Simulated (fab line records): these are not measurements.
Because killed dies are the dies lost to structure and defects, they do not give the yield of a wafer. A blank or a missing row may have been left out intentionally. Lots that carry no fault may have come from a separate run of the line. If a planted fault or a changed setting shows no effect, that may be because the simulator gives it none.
fab line records ; flow n5_finfet ; part 1 of 2: steps 1 to 27 of 33
record lots=5; wafers=15; last_day=17
route steps=1938 shown PMOS_HMC_CHANNEL_EPI@86 FIN_SAQP@90
lots that met no fault: taken from a fault-free run of the same line
start_h: hours from the record's first day to the start of the lot's first wafer shown ; wait_h: hours from the lot's prior step to this one ; " as in the row above ; L1.1+2: a single row standing in for several wafers ; - value missing, or start not given ; * or withheld: withheld ; < > ~ a bound
route shown NAME@n: a module of which the file shows steps, and the number in the route of the first ; usual: mean and standard deviation over wafers with no fault ; same: alike in all rows ; chamber/n: place in a boat ; sites: readings site by site ; _std_site: the standard deviation of these ; _edge_site: outer sites' mean less inner sites' ; radius_mm: for every site, how far away it sits from the centre of the wafer ; mask NAME#n: copy n ; behind: the tool/chamber that last shaped the wafer ; hold: reason for holding the lot/hours on hold/outcome of the hold ; device: whichever transistor did not switch (one of n, p or np) ; end of line: at the end of the route, the tests of the same wafers ; where a step has no rows: the recipe by itself ; killed: not the wafer's yield, but the dies lost to structure and defects at the first sort ; map: per-die view of a wafer (x killed, . not killed, _ where there is no die)
set.NAME: setting as actually run; set.NAME@STEP: the setting as run at that earlier step ; model.NAME: the simulator's own value behind a step, which no gauge read
lots at some steps of the route; a table a step, a row a wafer
services: from which hour (start_h, from the record's first day; less than 0 if before it) a tool's chamber was out of use, for how many hours, and why
## steps
# step N5_PMOS_HMC_CHANNEL_EPI_SRD_25
# recipe dry=ipa_marangoni; do_ppb=5; time_s=30; temp_c=23; rinse_liquid=diw
lot.wafer;tool;chamber;start_h;wait_h
L077.1+4+6;wet_bench-03;0,4,6;38.07;0.0
L081.1+2+4;wet_bench-04;3,5,0;63.70;0.0
L085.4+5+6;wet_bench-04;2,4,5;87.29;0.0
L090.2+5+6;wet_bench-02;6,5,2;116.72;0.0
L096.3+4+6;wet_bench-04;0,3,2;152.17;0.0
# step N5_PMOS_HMC_CHANNEL_EPI_EPI_26
# recipe material=Si; target_thk_a=38; temp_c=650; precursor=SiH4/H2; pressure_torr=20; time_s=22.7
# usual susceptor_temp_C=650.0/0.34; susceptor_temp_C_max=652.0/0.99; throttle_valve_pct=11.3/0.47
lot.wafer;tool;chamber;start_h;wait_h;susceptor_temp_C;susceptor_temp_C_max;throttle_valve_pct
L077.1;epi_rpcvd-04;0;38.12;0.0;649.8;650.7;10.8
L077.4;epi_rpcvd-04;0;38.12;0.0;649.9;650.7;10.9
L077.6;epi_rpcvd-04;0;38.12;0.0;650.1;650.7;10.8
L081.1;epi_rpcvd-02;0;63.75;0.0;649.9;652.7;10.8
L081.2;epi_rpcvd-02;0;63.75;0.0;650.6;653.2;11.1
L081.4;epi_rpcvd-02;0;63.75;0.0;649.6;652.6;10.9
L085.4;epi_rpcvd-02;0;87.60;0.3;649.2;651.1;10.7
L085.5;epi_rpcvd-02;0;87.60;0.3;649.9;652.7;10.9
L085.6;epi_rpcvd-02;0;87.60;0.3;649.7;652.9;11.0
L090.2;epi_rpcvd-01;0;116.84;0.1;649.7;650.6;11.9
L090.5;epi_rpcvd-01;0;116.84;0.1;649.8;650.8;11.9
L090.6;epi_rpcvd-01;0;116.84;0.1;650.7;651.9;12.1
L096.3;epi_rpcvd-01;0;152.39;0.2;649.8;650.8;12.1
L096.4;epi_rpcvd-01;0;152.39;0.2;649.7;650.8;12.0
L096.6;epi_rpcvd-01;0;152.39;0.2;649.9;650.9;12.0
# step N5_PMOS_HMC_CHANNEL_EPI_INSPECT_30
# recipe inspect_instrument=darkfield; mode=post_epi
# usual raw_defect_count=18/5.7
lot.wafer;tool;chamber;start_h;wait_h;raw_defect_count
L077.1;defect_inspect-01;-;38.59;0.0;16
L077.4;defect_inspect-01;-;38.59;0.0;28
L077.6;defect_inspect-01;-;38.59;0.0;22
L081.1;defect_inspect-02;-;64.22;0.0;26
L081.2;defect_inspect-02;-;64.22;0.0;17
L081.4;defect_inspect-02;-;64.22;0.0;18
L085.4;defect_inspect-01;-;87.94;0.0;19
L085.5;defect_inspect-01;-;87.94;0.0;27
L085.6;defect_inspect-01;-;87.94;0.0;25
L090.2;defect_inspect-02;-;117.24;0.0;21
L090.5;defect_inspect-02;-;117.24;0.0;17
L090.6;defect_inspect-02;-;117.24;0.0;15
L096.3;defect_inspect-02;-;152.82;0.0;17
L096.4;defect_inspect-02;-;152.82;0.0;26
L096.6;defect_inspect-02;-;152.82;0.0;16
# step N5_FIN_SAQP_PRECLEAN_42
# recipe chemistry=O3/DIW; time_s=60; temp_c=22; o3_ppm=10
lot.wafer;tool;chamber;start_h;wait_h
L077.1+4+6;wet_bench-01;0,1,6;38.62;0.0
L081.1+2+4;wet_bench-05;1,5,4;64.25;0.0
L085.4+5+6;wet_bench-06;7,6,4;87.97;0.0
L090.2+5+6;wet_bench-01;5,4,3;117.27;0.0
L096.3+4+6;wet_bench-05;6,5,7;152.85;0.0
# step N5_FIN_SAQP_PRECLEAN_00
# recipe chemistry=SC1; time_s=60; temp_c=55; mix=1:2:50
lot.wafer;tool;chamber;start_h;wait_h
L077.1+4+6;wet_bench-01;0,1,6;38.64;0.0
L081.1+2+4;wet_bench-05;1,5,4;64.27;0.0
L085.4+5+6;wet_bench-06;7,6,4;87.99;0.0
L090.2+5+6;wet_bench-01;5,4,3;117.29;0.0
L096.3+4+6;wet_bench-05;6,5,7;152.87;0.0
# step N5_FIN_SAQP_PRECLEAN_44
# recipe chemistry=SC2; time_s=45; temp_c=35; mix=1:1:50
lot.wafer;tool;chamber;start_h;wait_h
L077.1+4+6;wet_bench-01;0,1,6;38.66;0.0
L081.1+2+4;wet_bench-05;1,5,4;64.29;0.0
L085.4+5+6;wet_bench-06;7,6,4;88.00;0.0
L090.2+5+6;wet_bench-01;5,4,3;117.31;0.0
L096.3+4+6;wet_bench-05;6,5,7;152.88;0.0
# step N5_FIN_SAQP_SRD_01
# recipe dry=ipa_marangoni; time_s=30; temp_c=23; rinse_liquid=diw
lot.wafer;tool;chamber;start_h;wait_h
L077.1+4+6;wet_bench-01;0,1,6;38.67;0.0
L081.1+2+4;wet_bench-05;1,5,4;64.30;0.0
L085.4+5+6;wet_bench-06;7,6,4;88.01;0.0
L090.2+5+6;wet_bench-01;5,4,3;117.32;0.0
L096.3+4+6;wet_bench-05;6,5,7;152.90;0.0
# step N5_FIN_SAQP_ALD_61
# recipe material=SiO2; target_thk_a=40; temp_c=300; ald_precursor_family=BDEAS; ald_co_reactant=O2-plasma; pulse_time_s=1; purge_time_s=2; co_reactant_purge_time_s=2; ald_cycles=43; pressure_torr=2
# usual heater_power_w=448/41; precursor_pulse_height_rel=1.001/0.02; susceptor_temp_C=299.97/0.19
# same pulse_time_s=1
lot.wafer;tool;chamber;start_h;wait_h;heater_power_w;precursor_pulse_height_rel;susceptor_temp_C
L077.1;ald_sin-02;2;38.72;0.0;451;1.024;299.90
L077.4;ald_sin-02;0;38.72;0.0;497;1.041;299.67
L077.6;ald_sin-02;0;38.72;0.0;490;1.037;300.04
L081.1;ald_sin-01;1;64.35;0.0;445;0.974;300.04
L081.2;ald_sin-01;2;64.35;0.0;470;1.008;300.22
L081.4;ald_sin-01;3;64.35;0.0;492;1.006;299.76
L085.4;ald_sin-04;2;88.41;0.4;360;0.999;299.88
L085.5;ald_sin-04;1;88.41;0.4;447;0.992;299.79
L085.6;ald_sin-04;0;88.41;0.4;406;0.996;300.10
L090.2;ald_sin-01;2;117.37;0.0;477;0.978;300.24
L090.5;ald_sin-01;1;117.37;0.0;441;0.992;299.84
L090.6;ald_sin-01;2;117.37;0.0;478;1.014;300.05
L096.3;ald_sin-01;2;153.04;0.1;484;1.027;299.78
L096.4;ald_sin-01;0;153.04;0.1;440;1.003;299.99
L096.6;ald_sin-01;2;153.04;0.1;482;0.982;299.92
# step N5_FIN_SAQP_DENSIFY_62
# recipe temp_c=700; time_s=60; ambient=N2; idle_temp_c=600; ramp_up_c_per_s=150; ramp_down_c_per_s=60; cool_to_c=600
# usual lamp_power_pct=9.85/0.052; wafer_temp_C_max=703.2/0.61
lot.wafer;tool;chamber;start_h;wait_h;lamp_power_pct;wafer_temp_C_max
L077.1;rtp_anneal-02;0;38.93;0.1;9.81;703.4
L077.4;rtp_anneal-02;0;38.93;0.1;9.94;702.6
L077.6;rtp_anneal-02;0;38.93;0.1;9.80;703.8
L081.1;rtp_anneal-01;0;64.77;0.3;9.92;703.2
L081.2;rtp_anneal-01;0;64.77;0.3;9.89;703.4
L081.4;rtp_anneal-01;0;64.77;0.3;9.89;703.2
L085.4;rtp_anneal-01;0;88.71;0.2;9.91;703.4
L085.5;rtp_anneal-01;0;88.71;0.2;9.89;703.1
L085.6;rtp_anneal-01;0;88.71;0.2;9.90;702.9
L090.2;rtp_anneal-02;0;117.64;0.2;9.83;702.5
L090.5;rtp_anneal-02;0;117.64;0.2;9.85;703.0
L090.6;rtp_anneal-02;0;117.64;0.2;9.86;702.4
L096.3;rtp_anneal-01;0;153.40;0.3;9.86;702.4
L096.4;rtp_anneal-01;0;153.40;0.3;9.80;703.7
L096.6;rtp_anneal-01;0;153.40;0.3;9.89;703.7
# step N5_FIN_SAQP_HM_DEP_03
# recipe material=SiNx; target_thk_a=380; temp_c=400; precursor=SiH4/NH3/N2; pressure_torr=1.5; rf_w=300; time_s=33.6
# usual heater_power_w=772/79; showerhead_plenum_p_Torr=5.15/0.047; susceptor_temp_C=400.00/0.24; throttle_valve_pct=40.2/1.8
lot.wafer;tool;chamber;start_h;wait_h;heater_power_w;showerhead_plenum_p_Torr;susceptor_temp_C;throttle_valve_pct
L077.1;pecvd-01;2;39.14;0.2;804;5.20;399.90;40.8
L077.4;pecvd-01;2;39.14;0.2;805;5.18;400.36;40.7
L077.6;pecvd-01;0;39.14;0.2;649;5.08;400.13;37.9
L081.1;pecvd-02;0;64.99;0.2;823;5.15;399.79;42.5
L081.2;pecvd-02;1;64.99;0.2;784;5.12;400.10;40.6
L081.4;pecvd-02;1;64.99;0.2;759;5.13;399.91;40.5
L085.4;pecvd-04;0;88.86;0.1;787;5.06;400.05;38.8
L085.5;pecvd-04;2;88.86;0.1;825;5.26;400.06;35.0
L085.6;pecvd-04;1;88.86;0.1;706;5.13;399.88;43.6
L090.2;pecvd-01;2;117.82;0.2;763;5.21;399.66;40.7
L090.5;pecvd-01;2;117.82;0.2;769;5.21;400.12;40.5
L090.6;pecvd-01;1;117.82;0.2;807;5.20;399.79;40.3
L096.3;pecvd-01;0;153.56;0.1;692;5.10;400.13;38.4
L096.4;pecvd-01;2;153.56;0.1;704;5.20;399.76;40.8
L096.6;pecvd-01;0;153.56;0.1;682;5.08;400.11;38.0
# step N5_FIN_SAQP_THK_MEAS_05
# usual thk_nm=38.0/0.48
lot.wafer;tool;chamber;start_h;wait_h;thk_nm
L077.1;film_metro-01;-;39.23;0.1;38.3
L077.4;film_metro-01;-;39.23;0.1;38.0
L077.6;film_metro-01;-;39.23;0.1;38.5
L081.1;film_metro-01;-;65.07;0.1;37.3
L081.2;film_metro-01;-;65.07;0.1;37.3
L081.4;film_metro-01;-;65.07;0.1;37.6
L085.4;film_metro-01;-;88.92;0.0;38.3
L085.5;film_metro-01;-;88.92;0.0;38.2
L085.6;film_metro-01;-;88.92;0.0;38.6
L090.2;film_metro-01;-;117.91;0.1;37.2
L090.5;film_metro-01;-;117.91;0.1;37.5
L090.6;film_metro-01;-;117.91;0.1;37.2
L096.3;film_metro-01;-;153.65;0.1;38.2
L096.4;film_metro-01;-;153.65;0.1;38.7
L096.6;film_metro-01;-;153.65;0.1;38.4
# step N5_FIN_SAQP_PECVD_47
# recipe material=a-Si; target_thk_a=450; temp_c=400; precursor=SiH4/He; pressure_torr=3; rf_w=100; time_s=36.3
# usual heater_power_w=847/78; showerhead_plenum_p_Torr=5.67/0.041; susceptor_temp_C=400.02/0.22; throttle_valve_pct=18.2/1
lot.wafer;tool;chamber;start_h;wait_h;heater_power_w;showerhead_plenum_p_Torr;susceptor_temp_C;throttle_valve_pct
L077.1;pecvd-04;1;39.27;0.0;899;5.65;400.05;19.8
L077.4;pecvd-04;1;39.27;0.0;897;5.64;400.16;19.9
L077.6;pecvd-04;0;39.27;0.0;852;5.61;399.88;17.6
L081.1;pecvd-04;2;65.11;0.0;828;5.76;399.90;15.7
L081.2;pecvd-04;1;65.11;0.0;904;5.64;400.48;20.0
L081.4;pecvd-04;1;65.11;0.0;921;5.65;400.67;19.9
L085.4;pecvd-01;1;88.98;0.1;1025;5.70;400.31;18.3
L085.5;pecvd-01;2;88.98;0.1;764;5.72;400.17;18.4
L085.6;pecvd-01;0;88.98;0.1;811;5.64;400.32;17.5
L090.2;pecvd-01;1;117.95;0.0;977;5.70;400.12;18.5
L090.5;pecvd-01;1;117.95;0.0;968;5.71;399.84;18.3
L090.6;pecvd-01;0;117.95;0.0;740;5.61;400.31;17.3
L096.3;pecvd-02;0;153.68;0.0;865;5.67;400.10;19.4
L096.4;pecvd-02;0;153.68;0.0;877;5.69;400.22;19.5
L096.6;pecvd-02;1;153.68;0.0;769;5.67;400.07;18.4
# step N5_FIN_SAQP_PECVD_48
# recipe material=SiNx; target_thk_a=250; temp_c=400; precursor=SiH4/NH3/N2; pressure_torr=1.5; rf_w=300; time_s=22.1
# usual heater_power_w=779/70; showerhead_plenum_p_Torr=5.15/0.057; susceptor_temp_C=399.99/0.22; throttle_valve_pct=40.0/2.3
lot.wafer;tool;chamber;start_h;wait_h;heater_power_w;showerhead_plenum_p_Torr;susceptor_temp_C;throttle_valve_pct
L077.1;pecvd-04;1;39.33;0.0;858;5.11;400.24;43.8
L077.4;pecvd-04;1;39.33;0.0;848;5.13;400.21;43.8
L077.6;pecvd-04;0;39.33;0.0;801;5.08;400.06;39.2
L081.1;pecvd-04;2;65.15;0.0;821;5.26;399.92;34.9
L081.2;pecvd-04;1;65.15;0.0;772;5.12;399.78;43.4
L081.4;pecvd-04;1;65.15;0.0;766;5.12;399.70;43.8
L085.4;pecvd-01;1;89.02;0.0;907;5.19;399.73;40.2
L085.5;pecvd-01;2;89.02;0.0;794;5.20;400.37;40.6
L085.6;pecvd-01;0;89.02;0.0;614;5.09;399.85;37.8
L090.2;pecvd-01;1;117.99;0.0;822;5.20;400.08;40.3
L090.5;pecvd-01;1;117.99;0.0;840;5.20;399.64;40.4
L090.6;pecvd-01;0;117.99;0.0;703;5.10;399.83;38.0
L096.3;pecvd-02;0;153.72;0.0;851;5.15;400.03;42.9
L096.4;pecvd-02;0;153.72;0.0;870;5.15;400.00;42.8
L096.6;pecvd-02;1;153.72;0.0;771;5.13;399.70;40.3
# step N5_FIN_SAQP_PECVD_06
# recipe material=a-Si; target_thk_a=600; temp_c=400; precursor=SiH4/He; pressure_torr=3; rf_w=100; time_s=48.1
# usual heater_power_w=838/77; showerhead_plenum_p_Torr=5.67/0.044; susceptor_temp_C=400.00/0.23; throttle_valve_pct=18.2/1
lot.wafer;tool;chamber;start_h;wait_h;heater_power_w;showerhead_plenum_p_Torr;susceptor_temp_C;throttle_valve_pct
L077.1;pecvd-04;1;39.39;0.0;918;5.65;400.02;20.0
L077.4;pecvd-04;1;39.39;0.0;935;5.65;399.24;19.8
L077.6;pecvd-04;0;39.39;0.0;754;5.63;400.26;17.6
L081.1;pecvd-04;2;65.19;0.0;886;5.77;400.24;16.0
L081.2;pecvd-04;1;65.19;0.0;910;5.66;400.20;19.9
L081.4;pecvd-04;1;65.19;0.0;930;5.64;399.97;19.9
L085.4;pecvd-01;1;89.06;0.0;1020;5.71;399.93;18.3
L085.5;pecvd-01;2;89.06;0.0;764;5.72;399.75;18.5
L085.6;pecvd-01;0;89.06;0.0;795;5.63;400.00;17.3
L090.2;pecvd-01;1;118.03;0.0;915;5.70;399.86;18.1
L090.5;pecvd-01;1;118.03;0.0;920;5.71;399.95;18.4
L090.6;pecvd-01;0;118.03;0.0;672;5.62;399.82;17.5
L096.3;pecvd-02;0;153.76;0.0;930;5.65;399.94;19.4
L096.4;pecvd-02;0;153.76;0.0;904;5.70;400.17;19.3
L096.6;pecvd-02;1;153.76;0.0;843;5.67;400.27;18.7
# step N5_FIN_SAQP_THK_MEAS_07
# usual thk_nm=59.9/0.78
lot.wafer;tool;chamber;start_h;wait_h;thk_nm
L077.1;film_metro-01;-;39.50;0.1;60.0
L077.4;film_metro-01;-;39.50;0.1;61.1
L077.6;film_metro-01;-;39.50;0.1;60.3
L081.1;film_metro-01;-;65.28;0.1;59.8
L081.2;film_metro-01;-;65.28;0.1;60.1
L081.4;film_metro-01;-;65.28;0.1;60.1
L085.4;film_metro-02;-;89.13;0.0;59.5
L085.5;film_metro-02;-;89.13;0.0;60.2
L085.6;film_metro-02;-;89.13;0.0;59.3
L090.2;film_metro-02;-;118.12;0.1;60.3
L090.5;film_metro-02;-;118.12;0.1;60.8
L090.6;film_metro-02;-;118.12;0.1;60.4
L096.3;film_metro-02;-;153.85;0.1;58.3
L096.4;film_metro-02;-;153.85;0.1;59.5
L096.6;film_metro-02;-;153.85;0.1;59.9
# step N5_FIN_SAQP_HM_DEP_72
# recipe material=SiO2; target_thk_a=120; temp_c=400; precursor=SiH4/N2O; pressure_torr=0.75; rf_w=275; time_s=7.2
# usual heater_power_w=779/71; showerhead_plenum_p_Torr=8.16/0.12; susceptor_temp_C=399.99/0.2
lot.wafer;tool;chamber;start_h;wait_h;heater_power_w;showerhead_plenum_p_Torr;susceptor_temp_C
L077.1;pecvd-04;1;39.54;0.0;811;8.10;400.11
L077.4;pecvd-04;0;39.54;0.0;751;8.00;400.06
L077.6;pecvd-04;0;39.54;0.0;742;8.02;399.78
L081.1;pecvd-04;1;65.32;0.0;715;8.11;400.12
L081.2;pecvd-04;0;65.32;0.0;695;8.03;399.86
L081.4;pecvd-04;2;65.32;0.0;778;8.41;400.12
L085.4;pecvd-02;1;89.19;0.1;802;8.14;399.75
L085.5;pecvd-02;0;89.19;0.1;850;8.15;399.78
L085.6;pecvd-02;2;89.19;0.1;681;8.24;399.88
L090.2;pecvd-02;1;118.15;0.0;810;8.14;400.06
L090.5;pecvd-02;1;118.15;0.0;785;8.13;399.84
L090.6;pecvd-02;0;118.15;0.0;852;8.17;400.15
L096.3;pecvd-02;0;153.89;0.0;930;8.18;400.19
L096.4;pecvd-02;0;153.89;0.0;897;8.17;399.91
L096.6;pecvd-02;2;153.89;0.0;723;8.22;399.85
# step N5_FIN_SAQP_COAT_49
# recipe resist=SOC; temp_c=250; time_s=60; spin_rpm=1500; resist_thk_nm=100
lot.wafer;tool;chamber;start_h;wait_h
L077.1+4+6;litho_track-02;0;39.64;0.1
L081.1+2+4;litho_track-03;0;65.40;0.1
L085.4+5+6;litho_track-02;0;89.24;0.0
L090.2+5+6;litho_track-05;0;118.23;0.1
L096.3+4+6;litho_track-02;0;153.97;0.1
# step N5_FIN_SAQP_COAT_50
# recipe resist=SiARC; temp_c=220; time_s=60; spin_rpm=1500; resist_thk_nm=35
lot.wafer;tool;chamber;start_h;wait_h
L077.1+4+6;litho_track-02;0;-;-
L081.1+2+4;litho_track-03;0;-;-
L085.4+5+6;litho_track-02;0;-;-
L090.2+5+6;litho_track-05;0;-;-
L096.3+4+6;litho_track-02;0;-;-
# step N5_FIN_SAQP_COAT_10
# recipe resist=CAR-ArF; spin_rpm=1500; resist_thk_nm=90
lot.wafer;tool;chamber;start_h;wait_h
L077.1+4+6;litho_track-02;0;-;-
L081.1+2+4;litho_track-03;0;-;-
L085.4+5+6;litho_track-02;0;-;-
L090.2+5+6;litho_track-05;0;-;-
L096.3+4+6;litho_track-02;0;-;-
# step N5_FIN_SAQP_EBR_12
# recipe solvent=PGMEA; ebr_width_mm=1.5
lot.wafer;tool;chamber;start_h;wait_h
L077.1+4+6;litho_track-02;0;-;-
L081.1+2+4;litho_track-03;0;-;-
L085.4+5+6;litho_track-02;0;-;-
L090.2+5+6;litho_track-05;0;-;-
L096.3+4+6;litho_track-02;0;-;-
# step N5_FIN_SAQP_SOFTBAKE_11
# recipe temp_c=110; time_s=60; resist=CAR-ArF
lot.wafer;tool;chamber;start_h;wait_h
L077.1+4+6;litho_track-02;0;-;-
L081.1+2+4;litho_track-03;0;-;-
L085.4+5+6;litho_track-02;0;-;-
L090.2+5+6;litho_track-05;0;-;-
L096.3+4+6;litho_track-02;0;-;-
# step N5_FIN_SAQP_EXPOSE_13
# recipe mask_id=FIN_CORE; na=1.35; source_shape=dipole; sigma_inner=0.538; sigma_outer=0.738; polarization=te; target_cd_nm=35.6; dose_mj=63.25
lot.wafer;tool;chamber;start_h;wait_h;mask
L077.1+4+6;arfi_scanner-01;0;39.89;-;FIN_CORE#0
L081.1+2+4;arfi_scanner-02;0;65.64;-;FIN_CORE#0
L085.4+5+6;arfi_scanner-01;0;89.50;-;FIN_CORE#0
L090.2+5+6;arfi_scanner-03;0;118.35;-;FIN_CORE#0
L096.3+4+6;arfi_scanner-02;0;154.22;-;FIN_CORE#0
# step N5_FIN_SAQP_PEB_14
# recipe peb_temp_c=withheld; peb_time_s=60; resist=CAR-ArF
lot.wafer;tool;chamber;start_h;wait_h
L077.1+4+6;litho_track-05;0;39.95;0.1
L081.1+2+4;litho_track-03;0;65.70;0.1
L085.4+5+6;litho_track-03;0;89.55;0.0
L090.2+5+6;litho_track-03;0;118.41;0.0
L096.3+4+6;litho_track-03;0;154.27;0.0
# step N5_FIN_SAQP_DEVELOP_15
# recipe develop_time_s=30; developer=TMAH; resist=CAR-ArF; dev_temp_c=23; rinse_liquid=diw; dry=air_spin
lot.wafer;tool;chamber;start_h;wait_h
L077.1+4+6;litho_track-05;0;-;-
L081.1+2+4;litho_track-03;0;-;-
L085.4+5+6;litho_track-03;0;-;-
L090.2+5+6;litho_track-03;0;-;-
L096.3+4+6;litho_track-03;0;-;-
# step N5_FIN_SAQP_CD_MEAS_16
# recipe target_cd_nm=35.6; landing_energy_ev=500; detector=se_inlens
# usual cd_nm=35.6/0.37
lot.wafer;tool;chamber;start_h;wait_h;cd_nm
L077.1;cd_sem-03;0;40.01;-;36.0
L077.4;cd_sem-03;0;40.01;-;35.9
L077.6;cd_sem-03;0;40.01;-;35.4
L081.1;cd_sem-03;0;65.77;-;35.7
L081.2;cd_sem-03;0;65.77;-;36.2
L081.4;cd_sem-03;0;65.77;-;36.1
L085.4;cd_sem-03;0;89.62;-;35.6
L085.5;cd_sem-03;0;89.62;-;35.3
L085.6;cd_sem-03;0;89.62;-;35.3
L090.2;cd_sem-03;0;118.48;-;35.3
L090.5;cd_sem-03;0;118.48;-;35.9
L090.6;cd_sem-03;0;118.48;-;35.6
L096.3;cd_sem-03;0;154.34;-;35.8
L096.4;cd_sem-03;0;154.34;-;35.2
L096.6;cd_sem-03;0;154.34;-;35.5
# step N5_FIN_SAQP_OVL_MEAS_17
# recipe points_per_wafer=44
# usual FIN_CORE_OVL=0.6/0.82
lot.wafer;tool;chamber;start_h;wait_h;FIN_CORE_OVL[nm]
L077.1;overlay-02;0;40.05;0.0;0.3
L077.4;overlay-02;0;40.05;0.0;0.1
L077.6;overlay-02;0;40.05;0.0;0.6
L081.1;overlay-02;0;65.81;0.0;0.2
L081.2;overlay-02;0;65.81;0.0;0.4
L081.4;overlay-02;0;65.81;0.0;1.7
L085.4;overlay-02;0;89.65;0.0;-0.2
L085.5;overlay-02;0;89.65;0.0;-1.1
L085.6;overlay-02;0;89.65;0.0;0.9
L090.2;overlay-01;0;118.52;0.0;0.2
L090.5;overlay-01;0;118.52;0.0;1.1
L090.6;overlay-01;0;118.52;0.0;0.3
L096.3;overlay-01;0;154.38;0.0;1.7
L096.4;overlay-01;0;154.38;0.0;-0.4
L096.6;overlay-01;0;154.38;0.0;-0.9
# step N5_FIN_SAQP_INSPECT_18
# recipe mode=adi; inspect_instrument=brightfield
# usual raw_defect_count=409/100
lot.wafer;tool;chamber;start_h;wait_h;raw_defect_count
L077.1;defect_inspect-02;-;40.08;0.0;423
L077.4;defect_inspect-02;-;40.08;0.0;613
L077.6;defect_inspect-02;-;40.08;0.0;396
L081.1;defect_inspect-01;-;65.83;0.0;444
L081.2;defect_inspect-01;-;65.83;0.0;381
L081.4;defect_inspect-01;-;65.83;0.0;360
L085.4;defect_inspect-02;-;89.67;0.0;312
L085.5;defect_inspect-02;-;89.67;0.0;311
L085.6;defect_inspect-02;-;89.67;0.0;349
L090.2;defect_inspect-01;-;118.55;0.0;379
L090.5;defect_inspect-01;-;118.55;0.0;510
L090.6;defect_inspect-01;-;118.55;0.0;486
L096.3;defect_inspect-01;-;154.40;0.0;315
L096.4;defect_inspect-01;-;154.40;0.0;320
L096.6;defect_inspect-01;-;154.40;0.0;353
